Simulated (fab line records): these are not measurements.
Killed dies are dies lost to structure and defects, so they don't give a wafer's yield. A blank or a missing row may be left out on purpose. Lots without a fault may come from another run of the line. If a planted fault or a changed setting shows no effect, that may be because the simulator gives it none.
Code-filled problem report in 8D (eight disciplines) form -- flow nand-harc -- the parts of the form that need people (team, actions taken, sign-off) are left out

== 1. THE ISSUE ==
exposure-dose-mJ-cm2 at NHARC_A_STAIRCASE_EXPOSE_265 reads a mean of 25.572 on 6 wafers of 2 lots; wafers without a fault read 25.014 with a standard deviation of 0.024. That puts it +23 standard deviations away from the usual mean.
The step: exposes mask CHOP 200.
The first sign was on wafer L629.3 at day 19 18:18, on krf-scanner-01. Wafers with a number at this step in the record: 33, from 11 lots. Rule for "out", or "out of limits": more than 4 standard deviations from the usual mean. The other wafers with a number count as sound.

== 2. WHAT IT IS AND WHAT IT IS NOT ==
question,is,is not
which readings at this step,exposure-dose-mJ-cm2,-
which lots,"L629, L634","L621, L622, L623, L632, L638, L639, L640, L642, L644"
which wafers of those lots,all that have a number,-
read on which tools,krf-scanner-01,"krf-scanner-03, krf-scanner-04"
when,from day 19 18:18,"up to then (9 sound wafers); but 18 sound wafers of L632, L638, L639, L640, L642, L644 came after"

== 3. THE SUSPECTS, EACH WITH WHAT RULES IT OUT ==
Counting: a tool stays on the suspect list if, at a process step up to the reading, it processed all lots that are out and no sound lot following the first of them.
- rie-diel-04 at NHARC_A_STAIRCASE_TRIM_231 (chemistry O2, time 211.2 s): ruled out as a lasting fault. The sound lots L644 went through it after L629, its earliest lot that is out (day 19 12:37). NHARC_A_STAIRCASE_TRIM_231 gives no start for some lots, so the hours and the order of its lots are those of NHARC_A_STAIRCASE_DESCUM_252.
- krf-scanner-01 at NHARC_A_STAIRCASE_EXPOSE_265 (exposes mask CHOP 200): kept. All lots that are out passed through it, beginning with L629 at day 19 18:18, and no sound lot followed; its final sound lot before that point was L621 at day 16 16:28. On those wafers its own readings are out: exposure-dose-mJ-cm2.
Left after counting: krf-scanner-01 at NHARC_A_STAIRCASE_EXPOSE_265.

== 4. THE CAUSE (what the simulator had put in) ==
Drift in process parameters on krf-scanner-01 at NHARC_A_STAIRCASE_EXPOSE_265, starting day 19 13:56. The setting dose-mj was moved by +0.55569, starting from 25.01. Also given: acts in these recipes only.
Only this tool survived the counting.

== 5. SEQUENCE OF EFFECTS, ordered by route ==
Rows list readings where the struck wafers' mean (over those with a number) sits beyond 3 standard deviations from the usual. Readings are gone through only where the record gives a usual standard deviation; hours: the median, over the lots, of the time from a lot's start at the first step in this table giving one to that lot's start at this step; sigmas: the change measured in usual standard deviations.
hours,step,reading,usual,on struck wafers,change,sigmas
0,NHARC_A_STAIRCASE_EXPOSE_265,exposure-dose-mJ-cm2,25.014,25.572,+0.558,+23
The process steps in it:
- NHARC_A_STAIRCASE_EXPOSE_265: exposes mask CHOP 200.
At these later measuring or inspecting steps, every struck wafer for which the step has a row has a number for every such reading, and none has moved that far: NHARC_END_SORT_01.

== 6. WHAT WOULD HAVE CAUGHT IT SOONER ==
First out-of-limits reading in this record: day 19 18:18, which is 4 hours after fault onset at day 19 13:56.
